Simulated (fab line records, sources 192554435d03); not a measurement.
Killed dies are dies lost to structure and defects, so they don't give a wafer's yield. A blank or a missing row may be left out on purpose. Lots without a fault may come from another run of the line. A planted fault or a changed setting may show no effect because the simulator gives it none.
A struck lot beside a sound one | flow n5_finfet | 37 steps out of a route of 1938
Sound: wafers L516.1, L516.2, L516.5. Struck: wafers L525.3, L525.4, L525.6. The cause comes at the end.
At each step with rows: each side's tool, then ch and its chambers, then its first start. Under that, the readings that differ: sound wafers | struck wafers | difference of the means | sigmas: that difference in standard deviations of wafers without a fault.
alike: readings whose means differ by less than 2 such deviations, and words and numbers that are the same on both sides. not compared: withheld readings, readings that some wafer has no value for, bounds like >300 that may hide the same value, and numbers for which the record gives no deviation and whose values overlap.
The two part at a step that has a row with sigmas, a row that says differs or no value, or rows on one side only. Numbers that don't overlap but have no deviation are shown without sigmas and don't part them. A reading that every wafer of one side lacks parts them only if that side has two wafers or more.

first, 9 steps without rows for these wafers: N5_BEOL_M4_ANNEAL_95 (time 240 s); N5_BEOL_M4_SPUTTER_96 (material Cu, target thk 4.5 nm, time 8.29 s); N5_BEOL_M4_ECD_50 (material Cu, target thk 300 nm); N5_BEOL_M4_ANNEAL_51 (time 90 s); N5_BEOL_M4_CMP_52 (polishes, stops on SiOC, t overpolish 6.8 s, target thk 40 nm); N5_BEOL_M4_PRE_CLEAN_60 (time 15 s); N5_BEOL_M4_CO_CAP_55 (material Co, precursor CCTBA/H2, target thk 2 nm, time 102.1 s); N5_BEOL_M4_PRE_CLEAN_56 (time 15 s); N5_BEOL_M4_DEP_57 (deposits SiCN from 3MS/NH3, target thk 8 nm, time 14 s).
N5_BEOL_M4_RC_MEAS_101:
  sound on prober-01 ch 0, day 9 16:26; struck on prober-01 ch 0, day 12 08:14
  alike: DIBL_N, DIBL_P, IOFF_N, IOFF_P, ION_N, ION_P, SS_N, SS_P, VT_N, VT_P
then, 24 steps without rows for these wafers: N5_BEOL_M5_ILD_DEP_00 (deposits SiCOH lowk from DEMS/porogen, target thk 140.64 nm, time 25.9 s); N5_BEOL_M5_CURE_79 (cures SiCOH lowk, time 240 s); N5_BEOL_M5_PECVD_70 (deposits SiO2 from TEOS/O2, target thk 16 nm, time 18 s); N5_BEOL_M5_HM_DEP_02 (deposits TiN, target thk 20 nm); N5_BEOL_M5_COAT_59 (time 60 s, resist thk 60 nm); N5_BEOL_M5_COAT_60 (time 60 s, resist thk 12 nm); N5_BEOL_M5_COAT_71 (time 60 s, resist thk 5 nm); N5_BEOL_M5_COAT_05 (resist thk 30 nm); N5_BEOL_M5_EBR_07; N5_BEOL_M5_SOFTBAKE_06 (time 60 s); N5_BEOL_M5_EXPOSE_08 (exposes mask M5, target cd 28 nm); N5_BEOL_M5_PEB_09 (peb time 60 s); N5_BEOL_M5_DEVELOP_10 (develop time 30 s); N5_BEOL_M5_DESCUM_16 (chemistry O2, time 7 s); N5_BEOL_M5_ETCH_72 (etches underlayer in N2/H2, target depth 6.5 nm, time 5.2 s); N5_BEOL_M5_ETCH_61 (etches SiARC in CF4, target depth 15.6 nm, time 26 s); N5_BEOL_M5_ETCH_62 (etches SOC in N2/H2, target depth 75 nm, overetch 15 nm, time 112.5 s); N5_BEOL_M5_STRIP_63 (strips in N2/H2); N5_BEOL_M5_STRIP_73 (strips in N2/H2); N5_BEOL_M5_STRIP_64 (strips in CF4); N5_BEOL_M5_HM_OPEN_17 (chemistry Cl2/BCl3, target TiN, target depth 20 nm, overetch 6 nm); N5_BEOL_M5_STRIP_19 (strips in O2); N5_BEOL_M5_COAT_65 (time 60 s, resist thk 60 nm); N5_BEOL_M5_COAT_66 (time 60 s, resist thk 12 nm).
-- the record jumps here: 4 days lie between the struck wafers' starts before and after (it left off in module BEOL_M5 and takes up again in module MIM_BOT_ETCH, whose first step shown is number 1866 of the route) --
N5_MIM_BOT_ETCH_ETCH_04: etches SiNx in CF4/O2, target depth 26 nm, time 13 s.
  sound on rie_diel-04 ch 1,2, day 13 11:03; struck on rie_diel-04 ch 0,2, day 16 14:20
  no value came back on the struck wafers for any of 9 readings (O2_flow_sccm (sccm), bias_w (W) and others); on the sound wafers O2_flow_sccm (sccm) reads 9.989 10.039 9.998
  not compared: rf_hours_counter_h, model.coat_of_MIM_BOT_LITHO_COAT_02.thk_nm
N5_MIM_BOT_ETCH_ETCH_00: etches TiN in Cl2/BCl3, target depth 45.5 nm.
  sound on rie_metal-03 ch 0,1, day 13 11:14; struck on rie_metal-02 ch 1, day 16 14:41
  reading                | sound             | struck            | difference | sigmas
  throttle_valve_pct (%) | 21.94 21.88 21.87 | 22.40 22.40 22.40 | +0.50      | +2
  alike: bcl3_flow_sccm, bias_w, drypump_motor_current_A, he_backside_leak_sccm, mfc_ar_sccm, oes_ar_750_au, oes_product_au
  not compared: rf_hours_counter_h, model.coat_of_MIM_BOT_LITHO_COAT_02.thk_nm
N5_PASSIVATION_PROBE_49:
  the record has rows for the struck wafers here (prober-02, day 17 00:10) and none for the sound ones

WHERE THEY PART
First at N5_MIM_BOT_ETCH_ETCH_04; last, within this record, at N5_PASSIVATION_PROBE_49.

WHY: what the simulator had put in
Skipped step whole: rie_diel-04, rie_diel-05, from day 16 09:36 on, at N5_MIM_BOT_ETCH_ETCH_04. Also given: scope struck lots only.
